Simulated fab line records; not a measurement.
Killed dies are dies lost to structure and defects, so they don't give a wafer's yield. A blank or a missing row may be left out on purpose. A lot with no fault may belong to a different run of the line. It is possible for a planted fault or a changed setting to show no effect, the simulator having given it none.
Struck lot and sound lot, side by side || flow nand harc || 14 steps out of a route of 1159
Sound: these wafers, L312.3, L312.4, L312.5. Struck: wafer L326.1 (left out: L326.5, a lot-mate that was not struck); the cause follows at the end.
Order at every step that has rows: each side's tool, ch and its chambers, its first start. Under that, the readings that differ: sound wafers || struck wafers || difference of the means || sigmas: that difference in standard deviations of wafers without a fault.
alike: readings with means less than 2 such deviations apart, plus words and numbers identical on both sides. not compared: withheld readings, readings lacking a value on some wafer, bounds such as >300 that could conceal the same value, and numbers that have no deviation in the record and whose values overlap.
Wherever a step has rows on one side only, a row that says differs or no value, or a row with sigmas, the two part there. Numbers that have no deviation but don't overlap get no sigmas and don't part them. A reading missing from all wafers of one side parts the sides only when that side holds two or more wafers.

NHARC_A_WL_FILL_CVD_03: deposits W, target thk 40 nm, time 3302 s.
  sound on cvd w-02 ch 0,1, day 14 20:14; struck on cvd w-01 ch 1, day 19 02:14
  alike: heater power w, throttle valve pct
then, 1 step without rows for these wafers: NHARC_A_WL_FILL_ETCHBACK_04 (etches the open film in NF3, target depth 60 nm, time 120 s).
NHARC_A_WL_FILL_ETCHBACK_05: etches the open film in Cl2/BCl3, target depth 22 nm, time 60 s.
  sound on rie metal-02 ch 0,1, day 14 22:55; struck on rie metal-02 ch 0, day 19 05:44
{"reading": "rf hours counter h (h)", "sound": "- - -", "struck": 1.0, "difference": "no value on the sound wafers", "sigmas": ""}
  alike: drypump motor current A, oes product au, run length s, temp c
NHARC_A_WL_FILL_STRIP_27: strips in N2/H2, time 20 s.
  sound on plasma asher-01 ch 0,1, day 14 23:04; struck on plasma asher-02 ch 0, day 19 05:53
{"reading": "rf hours counter h (h)", "sound": "- - -", "struck": 26, "difference": "no value on the sound wafers", "sigmas": ""}
  alike: drypump motor current A, heater power w, temp c
then, 4 steps without rows for these wafers: NHARC_A_WL_FILL_STRIP_28 (strips in post etch residue remover, time 1200 s); NHARC_A_WL_FILL_PRECLEAN_06 (cleans in DIW, time 300 s); NHARC_A_WL_FILL_SRD_07; NHARC_A_WL_FILL_ANNEAL_08 (time 1800 s).
NHARC_A_WL_FILL_ALD_10: deposits SiO2, target thk 50 nm, pulse time 10 s, ald cycles 500.
  sound on ald hk-04 ch 0,2,3, day 15 02:35; struck on ald hk-03 ch 0, day 19 14:26
  alike: heater power w, precursor pulse height rel
NHARC_A_WL_FILL_ETCHBACK_16: etches the open film in C4F8/O2/Ar, target depth 88 nm, time 17.6 s.
  sound on rie diel-08 ch 1,3; struck on rie diel-03 ch 0
  alike: oes product au, rf vpp V, run length s
  not compared: rf hours counter h
then, 1 step without rows for these wafers: NHARC_A_WL_FILL_STRIP_29 (strips in O2, time 20 s).
NHARC_A_WL_FILL_ETCHBACK_17: etches the open film in Cl2/BCl3, target depth 4 nm, time 26.7 s.
  sound on rie metal-02 ch 0,1, day 15 06:26; struck on rie metal-03 ch 1, day 19 17:44
{"reading": "rf hours counter h (h)", "sound": "- - -", "struck": 6.2, "difference": "no value on the sound wafers", "sigmas": ""}
{"reading": "run length s (s)", "sound": "48.0 48.5 48.1", "struck": 44.9, "difference": -3.3, "sigmas": -7}
  alike: drypump motor current A, oes product au
then, 2 steps without rows for these wafers: NHARC_A_WL_FILL_PRECLEAN_18 (cleans in dHF, time 30 s); NHARC_END_SORT_01.

WHERE THEY PART
First at NHARC_A_WL_FILL_ETCHBACK_05; last, within this record, at NHARC_A_WL_FILL_ETCHBACK_17.

WHY: the cause the simulator had injected
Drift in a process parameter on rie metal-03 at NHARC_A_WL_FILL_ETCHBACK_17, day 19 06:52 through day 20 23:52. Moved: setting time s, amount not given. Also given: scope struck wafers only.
